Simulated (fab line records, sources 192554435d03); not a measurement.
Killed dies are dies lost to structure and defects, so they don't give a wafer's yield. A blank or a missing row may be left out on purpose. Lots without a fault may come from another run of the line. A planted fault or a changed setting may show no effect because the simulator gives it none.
Which tool did it? | flow n5_finfet | 12 lots, 35 wafers sampled, at 4 steps of a route of 1938

WHAT THE GAUGES READ, wafer by wafer
The record holds no reading of a measuring or inspecting step that can be judged against a usual standard deviation.

WHICH TOOL RAN EACH LOT (tool, then ch and the chambers of the sampled wafers, then the start)
lot  | N5_MOL_CONTACT_COAG_ALD_27        | N5_MIM_BOT_LITHO_DESCUM_10         | N5_PASSIVATION_SPUTTER_20    | N5_PASSIVATION_PROBE_49
L676 | ald_sin-03 ch 0,2,3, day 4 21:55  | rie_diel-03 ch 0,1,2, day 12 14:41 | pvd_sputter-03, day 12 18:36 | prober-02, day 13 00:17
L677 | ald_sin-03 ch 0,1,3, day 5 07:46  | rie_diel-06 ch 1,2,3, day 13 05:53 | pvd_sputter-01, day 13 08:34 | -
L679 | ald_sin-03 ch 1,3, day 5 16:40    | rie_diel-06 ch 2,3, day 13 10:29   | pvd_sputter-03, day 13 15:46 | prober-02, day 13 21:32
L681 | ald_sin-03 ch 0,1, day 6 05:53    | rie_diel-01 ch 0,1,2, day 13 06:14 | pvd_sputter-03, day 13 10:07 | -
L682 | ald_sin-03 ch 0,2, day 6 14:26    | rie_diel-01 ch 0,2,3, day 14 01:08 | pvd_sputter-01, day 14 04:15 | -
L684 | ald_sin-03 ch 0,2, day 7 05:48    | rie_diel-01 ch 1,3, day 14 09:07   | pvd_sputter-03, day 14 12:40 | prober-01, day 14 18:17
L687 | ald_sin-04 ch 1,2, day 7 18:43    | rie_diel-03 ch 0,1, day 15 03:47   | pvd_sputter-01, day 15 06:23 | -
L689 | ald_sin-03 ch 0,1,3, day 8 05:25  | rie_diel-01 ch 0,3, day 15 19:27   | pvd_sputter-01, day 15 22:12 | prober-01, day 16 03:54
L694 | ald_sin-04 ch 1,2, day 9 14:36    | rie_diel-06 ch 1,2, day 17 05:53   | pvd_sputter-03, day 17 10:47 | -
L695 | ald_sin-02 ch 0,1,2, day 10 01:08 | rie_diel-01 ch 1,2, day 16 16:53   | pvd_sputter-02, day 16 20:16 | prober-02, day 17 01:58
L696 | ald_sin-04 ch 2,3, day 10 03:46   | rie_diel-01 ch 0,1,2, day 17 18:18 | pvd_sputter-03, day 17 21:37 | -
L697 | ald_sin-04 ch 0,2, day 10 09:59   | rie_diel-06 ch 2,3, day 17 23:56   | pvd_sputter-03, day 18 04:05 | prober-02, day 18 10:00
- N5_MOL_CONTACT_COAG_ALD_27: deposits SiOC, target thk 17 nm, pulse time 1.5 s, time 2720 s.
- N5_MIM_BOT_LITHO_DESCUM_10: chemistry O2, time 7.9 s.
- N5_PASSIVATION_SPUTTER_20: material TaN, target thk 50 nm.
- N5_PASSIVATION_PROBE_49

WHAT THE TOOLS THEMSELVES READ (means of the sampled wafers that have a number; where no wafer has one, the mark that the record gives instead)
N5_MOL_CONTACT_COAG_ALD_27. Usual: heater_power_w 844 W, standard deviation 110; precursor_pulse_height_rel 0.999, standard deviation 0.022.
lot  | tool       | heater_power_w (W) | precursor_pulse_height_rel | flag
L676 | ald_sin-03 | 766                | 0.999                      |
L677 | ald_sin-03 | 842                | 1.007                      |
L679 | ald_sin-03 | 855                | 1.001                      |
L681 | ald_sin-03 | 815                | 0.999                      |
L682 | ald_sin-03 | 721                | 0.999                      |
L684 | ald_sin-03 | 758                | 0.995                      |
L687 | ald_sin-04 | 996                | 0.995                      |
L689 | ald_sin-03 | 842                | 0.988                      |
L694 | ald_sin-04 | 988                | 0.992                      |
L695 | ald_sin-02 | 793                | 0.972                      |
L696 | ald_sin-04 | 877                | 1.029                      |
L697 | ald_sin-04 | 853                | 1.014                      |

N5_MIM_BOT_LITHO_DESCUM_10. Usual: chamber_pressure_mTorr 20.002 mTorr, standard deviation 0.02; drypump_motor_current_A 5.8 A, standard deviation 0.54; oes_product_au 0.82 a.u., standard deviation 0.08; rf_vpp_V 244.1 V, standard deviation 1.4; showerhead_plenum_p_Torr 2.14 Torr, standard deviation 0.063; temp_c 40.01 C, standard deviation 0.11; throttle_valve_pct 20.29 %, standard deviation 0.26.
lot  | tool        | chamber_pressure_mTorr (mTorr) | drypump_motor_current_A (A) | oes_product_au (a.u.) | rf_vpp_V (V) | showerhead_plenum_p_Torr (Torr) | temp_c (C) | throttle_valve_pct (%) | flag
L676 | rie_diel-03 | 20.002                         | 5.2                         | 0.78                  | 244.0        | 2.12                            | 40.01      | 20.50                  |
L677 | rie_diel-06 | 20.016                         | 6.1                         | 0.84                  | 244.8        | 2.15                            | 39.92      | 20.35                  |
L679 | rie_diel-06 | 20.010                         | 6.0                         | 0.92                  | 243.4        | 2.10                            | 39.96      | 20.13                  |
L681 | rie_diel-01 | 20.007                         | 5.7                         | 0.81                  | 245.3        | 2.19                            | 40.00      | 20.12                  |
L682 | rie_diel-01 | 19.985                         | 6.0                         | 0.80                  | 244.6        | 2.16                            | 40.19      | 20.22                  |
L684 | rie_diel-01 | 20.002                         | 6.0                         | 0.89                  | 244.1        | 2.18                            | 40.16      | 20.03                  |
L687 | rie_diel-03 | 19.976                         | 5.3                         | 0.74                  | 244.1        | 2.12                            | 40.08      | 20.37                  |
L689 | rie_diel-01 | 19.996                         | 6.5                         | 0.79                  | 244.1        | 2.14                            | 39.96      | 20.26                  |
L694 | rie_diel-06 | 19.986                         | 6.5                         | 0.92                  | 243.0        | 2.11                            | 39.98      | 20.21                  |
L695 | rie_diel-01 | 20.013                         | 5.6                         | 0.84                  | 245.1        | 2.20                            | 40.02      | 20.02                  |
L696 | rie_diel-01 | 20.003                         | 5.7                         | 0.78                  | 244.5        | 2.17                            | 40.05      | 20.18                  |
L697 | rie_diel-06 | 19.997                         | 5.7                         | 0.83                  | 244.4        | 2.16                            | 39.90      | 20.37                  |

N5_PASSIVATION_SPUTTER_20. Usual: chamber_pressure_pa 0.4000 Pa, standard deviation 0.00084; throttle_valve_pct 30.4 %, standard deviation 1.3.
lot  | tool           | chamber_pressure_pa (Pa) | throttle_valve_pct (%) | flag
L676 | pvd_sputter-03 | 0.3999                   | 31.9                   |
L677 | pvd_sputter-01 | 0.4001                   | 30.2                   |
L679 | pvd_sputter-03 | 0.4000                   | 31.1                   |
L681 | pvd_sputter-03 | 0.3996                   | 29.8                   |
L682 | pvd_sputter-01 | 0.3993                   | 30.7                   |
L684 | pvd_sputter-03 | 0.4003                   | 30.9                   |
L687 | pvd_sputter-01 | 0.4012                   | 29.4                   |
L689 | pvd_sputter-01 | 0.4008                   | 31.2                   |
L694 | pvd_sputter-03 | 0.4002                   | 29.8                   |
L695 | pvd_sputter-02 | 0.4001                   | 30.6                   |
L696 | pvd_sputter-03 | 0.3990                   | 29.7                   |
L697 | pvd_sputter-03 | 0.4001                   | 30.0                   |

N5_PASSIVATION_PROBE_49. Usual: defect_limited_yield 91.4 %, standard deviation 1.5; killed_at_M0_to_M3 34, standard deviation 10; killed_at_M4_up 15, standard deviation 6; killed_at_contacts 12, standard deviation 6; killed_at_front_end 37, standard deviation 11; killed_at_other 3.3, standard deviation 2.8; killed_dies 101, standard deviation 18; killed_on_rim 14, standard deviation 4.4; killed_open 66, standard deviation 14; killed_short 33, standard deviation 7.8; sort_bin_5_function 5.0 %, standard deviation 0.97; sort_bin_6_memory 3.2 %, standard deviation 0.72; sort_bin_8_speed 0.00 %, standard deviation 0.01; sort_n_pass 1079, standard deviation 18; sort_yield_pct 91.4 %, standard deviation 1.5.
lot  | tool      | defect_limited_yield (%) | killed_at_M0_to_M3 | killed_at_M4_up | killed_at_contacts | killed_at_front_end | killed_at_other | killed_dies | killed_on_rim | killed_open | killed_short | sort_bin_5_function (%) | sort_bin_6_memory (%) | sort_bin_8_speed (%) | sort_n_pass | sort_yield_pct (%) | flag
L676 | prober-02 | 92.5                     | 32                 | 10              | 11                 | 28                  | 5.7             | 88          | 11            | 55          | 32           | 4.0                     | 3.2                   | 0.00                 | 1092        | 92.5               |
L679 | prober-02 | 91.5                     | 40                 | 15              | 6                  | 36                  | 3.7             | 100         | 13            | 66          | 30           | 4.8                     | 3.3                   | 0.00                 | 1080        | 91.5               |
L684 | prober-01 | 89.5                     | 51                 | 23              | 9                  | 38                  | 2.3             | 123         | 16            | 75          | 46           | 6.0                     | 3.9                   | 0.00                 | 1057        | 89.5               |
L689 | prober-01 | 88.8                     | 26                 | 15              | 53                 | 38                  | 0.3             | 133         | 17            | 68          | 26           | 6.9                     | 3.3                   | 0.00                 | 1047        | 88.8               | OFF
L695 | prober-02 | 90.7                     | 33                 | 10              | 18                 | 45                  | 3.7             | 110         | 14            | 72          | 38           | 5.5                     | 3.4                   | 0.00                 | 1070        | 90.7               |
L697 | prober-02 | 92.2                     | 36                 | 15              | 6                  | 29                  | 5.7             | 92          | 13            | 59          | 34           | 4.5                     | 3.0                   | 0.00                 | 1088        | 92.2               |

THE ANSWER, worked out from the rows above alone
Rule: a lot is off if the mean of its wafers that have a number lies more than 3 standard deviations from the usual mean. A lot without any number at a reading at which 4 lots or more have one is off too. The other lots that the step has rows for count as sound. The gauges are gone through in route order, then the tools' own readings, and for those a lot's mean is taken as printed above. The first step at which some lot is off is used, and at that step the reading that is off furthest; a lot without a number counts as furthest.
Off: L689, at N5_PASSIVATION_PROBE_49 (killed_at_contacts). Neither off nor sound, because the step has no rows for them: L677, L681, L682, L687, L694, L696.
A tool fits if, at that step or a process step before it, it ran every lot that is off, and no sound lot after the first of them. Can't be told from this: 3 tools fit, ald_sin-03 at N5_MOL_CONTACT_COAG_ALD_27, pvd_sputter-01 at N5_PASSIVATION_SPUTTER_20, prober-01 at N5_PASSIVATION_PROBE_49.

WHAT THE SIMULATOR HAD PUT IN
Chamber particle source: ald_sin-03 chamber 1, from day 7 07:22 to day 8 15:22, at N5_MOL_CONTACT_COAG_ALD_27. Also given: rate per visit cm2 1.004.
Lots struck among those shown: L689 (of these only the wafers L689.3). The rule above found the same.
